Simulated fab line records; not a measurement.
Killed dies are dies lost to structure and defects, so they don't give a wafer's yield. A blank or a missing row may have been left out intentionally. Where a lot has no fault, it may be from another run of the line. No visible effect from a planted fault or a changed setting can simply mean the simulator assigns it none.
A struck lot beside a sound one / flow n5_finfet / 25 steps out of a route of 1938
Sound: the wafers L836.1, L836.3, L836.4. Wafers L822.1, L822.4, L822.5 were the ones struck. The cause is given at the end.
Each step with rows lists, per side, the tool, then ch with its chambers, then its first start. Under that, the readings that differ: sound wafers / struck wafers / difference of the means / sigmas: that difference in standard deviations of wafers without a fault.
alike: a reading whose means differ by less than 2 such deviations, as well as words and numbers matching on both sides. not compared: withheld readings; readings where some wafer has no value; bounds like >300 that might hide an equal value; numbers whose values overlap and for which the record gives no deviation.
A row with sigmas, a row that says differs or no value, or rows on one side alone: a step with any of these is where the two part. Non-overlapping numbers with no deviation appear without sigmas and do not part them. A reading that every wafer of one side lacks parts them only if that side has two wafers or more.

first, 9 steps without rows for these wafers: N5_BEOL_M0_ANNEAL_135 (time 60 s); N5_BEOL_M0_SPUTTER_141 (material Cu, target thk 4 nm, time 7.37 s); N5_BEOL_M0_ECD_118 (material Cu, target thk 300 nm); N5_BEOL_M0_ANNEAL_119 (time 90 s); N5_BEOL_M0_CMP_120 (polishes, stops on SiOC, t overpolish 6.9 s); N5_BEOL_M0_PRE_CLEAN_131 (time 15 s); N5_BEOL_M0_CO_CAP_123 (material Co, precursor CCTBA/H2, target thk 2 nm, time 102.1 s); N5_BEOL_M0_PRE_CLEAN_124 (time 15 s); N5_BEOL_M0_DEP_125 (deposits SiCN from 3MS/NH3, target thk 8 nm, time 14 s).
N5_BEOL_M1_ILD_DEP_00: deposits SiOC from DEMS/O2, target thk 79 nm, time 15.3 s.
  sound on pecvd-01 ch 0,1, day 11 04:40; struck on pecvd-02 ch 1,2, day 7 14:28
  alike: heater_power_w, showerhead_plenum_p_Torr, throttle_valve_pct
then, 11 steps without rows for these wafers: N5_BEOL_M1_PECVD_72 (deposits SiO2 from TEOS/O2, target thk 16 nm, time 18 s); N5_BEOL_M1_HM_DEP_02 (deposits TiN, target thk 20 nm); N5_BEOL_M1_COAT_61 (time 60 s, resist thk 60 nm); N5_BEOL_M1_COAT_62 (time 60 s, resist thk 12 nm); N5_BEOL_M1_COAT_73 (time 60 s, resist thk 5 nm); N5_BEOL_M1_COAT_05 (resist thk 30 nm); N5_BEOL_M1_EBR_07; N5_BEOL_M1_SOFTBAKE_06 (time 60 s); N5_BEOL_M1_EXPOSE_08 (exposes mask M1); N5_BEOL_M1_PEB_09 (peb time 60 s); N5_BEOL_M1_DEVELOP_10 (develop time 30 s).
N5_BEOL_M1_INSPECT_13: inspects for defects (brightfield).
  sound on defect_inspect-02, day 11 06:17; struck on defect_inspect-02, day 7 16:15
reading=raw_defect_count; sound=433 333 350; struck=1177 1282 1096; difference=+813; sigmas=+8
then, 1 step without rows for these wafers: N5_BEOL_M1_DESCUM_16 (chemistry O2, time 7 s).
N5_BEOL_M4_RC_MEAS_101:
  sound on prober-02 ch 0, day 13 07:44; struck on prober-01 ch 0, day 9 07:19
reading=IOFF_P (nA/um); sound=0.20 0.16 0.20; struck=0.28 0.34 0.30; difference=+0.12; sigmas=+2
reading=ION_P (uA/um); sound=458 445 465; struck=469 481 480; difference=+21; sigmas=+2
reading=VT_N (mV); sound=249 257 247; struck=243 240 241; difference=-10; sigmas=-2
reading=VT_P (mV); sound=-253 -256 -251; struck=-244 -243 -242; difference=+10; sigmas=+3
  alike: DIBL_N, DIBL_P, IOFF_N, ION_N, SS_N, SS_P
-- a jump in the record: the struck wafers' starts before and after are 4 days apart (it breaks off in module BEOL_M4 and resumes in module PASSIVATION, where the first step shown is number 1936 of the route) --
N5_PASSIVATION_PROBE_49:
  record: rows for the struck wafers here (prober-01, day 13 14:48), none for the sound ones

WHERE THEY PART
First at N5_BEOL_M1_INSPECT_13; last, within this record, at N5_PASSIVATION_PROBE_49.

WHY: the cause the simulator had injected
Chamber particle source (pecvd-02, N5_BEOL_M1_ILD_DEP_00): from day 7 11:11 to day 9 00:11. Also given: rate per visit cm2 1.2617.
